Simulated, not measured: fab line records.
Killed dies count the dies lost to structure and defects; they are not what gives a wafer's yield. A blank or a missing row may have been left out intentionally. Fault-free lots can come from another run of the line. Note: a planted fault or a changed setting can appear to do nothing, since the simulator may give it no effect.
Chamber matching :: flow n5_finfet :: rie_diel-06 running N5_BEOL_M1_DESCUM_33: 4 sister chambers
The step chemistry O2, time 7 s. 18 wafers are shown with their chamber, then 9 later ones without.

## WAFERS WITH THEIR CHAMBER
wafer: L077.2
chamber: 1
showerhead_plenum_p_Torr (Torr): 2.14
throttle_valve_pct (%): 20.09
oes_product_au (a.u.): 0.95

wafer: L077.4
chamber: 3
showerhead_plenum_p_Torr (Torr): 2.21
throttle_valve_pct (%): 20.15
oes_product_au (a.u.): 0.85

wafer: L077.5
chamber: 1
showerhead_plenum_p_Torr (Torr): 2.14
throttle_valve_pct (%): 20.10
oes_product_au (a.u.): 0.95

wafer: L078.3
chamber: 0
showerhead_plenum_p_Torr (Torr): 2.07
throttle_valve_pct (%): 20.59
oes_product_au (a.u.): 0.68

wafer: L078.4
chamber: 3
showerhead_plenum_p_Torr (Torr): 2.21
throttle_valve_pct (%): 20.16
oes_product_au (a.u.): 0.84

wafer: L078.5
chamber: 1
showerhead_plenum_p_Torr (Torr): 2.14
throttle_valve_pct (%): 20.09
oes_product_au (a.u.): 0.94

wafer: L080.1
chamber: 2
showerhead_plenum_p_Torr (Torr): 2.14
throttle_valve_pct (%): 20.36
oes_product_au (a.u.): 0.88

wafer: L080.2
chamber: 1
showerhead_plenum_p_Torr (Torr): 2.14
throttle_valve_pct (%): 20.10
oes_product_au (a.u.): 0.94

wafer: L080.5
chamber: 1
showerhead_plenum_p_Torr (Torr): 2.14
throttle_valve_pct (%): 20.10
oes_product_au (a.u.): 0.93

wafer: L083.2
chamber: 2
showerhead_plenum_p_Torr (Torr): 2.14
throttle_valve_pct (%): 20.38
oes_product_au (a.u.): 0.88

wafer: L083.3
chamber: 3
showerhead_plenum_p_Torr (Torr): 2.21
throttle_valve_pct (%): 20.16
oes_product_au (a.u.): 0.83

wafer: L083.6
chamber: 0
showerhead_plenum_p_Torr (Torr): 2.06
throttle_valve_pct (%): 20.61
oes_product_au (a.u.): 0.67

wafer: L086.4
chamber: 3
showerhead_plenum_p_Torr (Torr): 2.21
throttle_valve_pct (%): 20.17
oes_product_au (a.u.): 0.82

wafer: L086.5
chamber: 3
showerhead_plenum_p_Torr (Torr): 2.21
throttle_valve_pct (%): 20.19
oes_product_au (a.u.): 0.82

wafer: L086.6
chamber: 0
showerhead_plenum_p_Torr (Torr): 2.06
throttle_valve_pct (%): 20.61
oes_product_au (a.u.): 0.67

wafer: L089.1
chamber: 0
showerhead_plenum_p_Torr (Torr): 2.06
throttle_valve_pct (%): 20.62
oes_product_au (a.u.): 0.67

wafer: L089.2
chamber: 3
showerhead_plenum_p_Torr (Torr): 2.21
throttle_valve_pct (%): 20.18
oes_product_au (a.u.): 0.83

wafer: L089.4
chamber: 2
showerhead_plenum_p_Torr (Torr): 2.13
throttle_valve_pct (%): 20.40
oes_product_au (a.u.): 0.87

SIGNATURES (means of the wafers above)
reading: showerhead_plenum_p_Torr
chamber 0: 2.0625
chamber 1: 2.1400
chamber 2: 2.1367
chamber 3: 2.2100
scatter within a chamber: 0.00318

reading: throttle_valve_pct
chamber 0: 20.6075
chamber 1: 20.0960
chamber 2: 20.3800
chamber 3: 20.1683
scatter within a chamber: 0.0133

reading: oes_product_au
chamber 0: 0.6725
chamber 1: 0.9420
chamber 2: 0.8767
chamber 3: 0.8317
scatter within a chamber: 0.00888
Rule: distance of a wafer from a chamber = root of the sum over the readings of ((wafer's reading minus chamber's mean) / reading's scatter) squared. The wafer belongs to the nearest chamber; if the next one is less than 2 further off, it can't be placed. How the scatter is found: for the shown wafers, subtract from each reading the mean of its chamber, square and add these, divide the total by (wafers less chambers), then take the root.

## WAFERS WHOSE CHAMBER IS MISSING
wafer: L090.2
showerhead_plenum_p_Torr (Torr): 2.13
throttle_valve_pct (%): 20.11
oes_product_au (a.u.): 0.90

wafer: L090.3
showerhead_plenum_p_Torr (Torr): 2.13
throttle_valve_pct (%): 20.41
oes_product_au (a.u.): 0.86

wafer: L090.5
showerhead_plenum_p_Torr (Torr): 2.13
throttle_valve_pct (%): 20.40
oes_product_au (a.u.): 0.86

wafer: L091.1
showerhead_plenum_p_Torr (Torr): 2.06
throttle_valve_pct (%): 20.60
oes_product_au (a.u.): 0.67

wafer: L091.3
showerhead_plenum_p_Torr (Torr): 2.13
throttle_valve_pct (%): 20.09
oes_product_au (a.u.): 0.90

wafer: L091.6
showerhead_plenum_p_Torr (Torr): 2.06
throttle_valve_pct (%): 20.62
oes_product_au (a.u.): 0.65

wafer: L096.1
showerhead_plenum_p_Torr (Torr): 2.20
throttle_valve_pct (%): 20.19
oes_product_au (a.u.): 0.81

wafer: L096.2
showerhead_plenum_p_Torr (Torr): 2.13
throttle_valve_pct (%): 20.11
oes_product_au (a.u.): 0.90

wafer: L096.6
showerhead_plenum_p_Torr (Torr): 2.06
throttle_valve_pct (%): 20.24
oes_product_au (a.u.): 0.99

## EACH ONE'S CHAMBER
wafer: L090.2
from the rows above: 1
in truth: 1

wafer: L090.3
from the rows above: 2
in truth: 2

wafer: L090.5
from the rows above: 2
in truth: 2

wafer: L091.1
from the rows above: 0
in truth: 0

wafer: L091.3
from the rows above: 1
in truth: 1

wafer: L091.6
from the rows above: 0
in truth: 0

wafer: L096.1
from the rows above: 3
in truth: 3

wafer: L096.2
from the rows above: 1
in truth: 1

wafer: L096.6
from the rows above: can't be placed: 1 or 2
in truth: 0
Correct placement for 8 of the 9. Unplaceable from these rows: 1, with the true chamber sitting among the candidates in 0. Placed wrongly: 0.
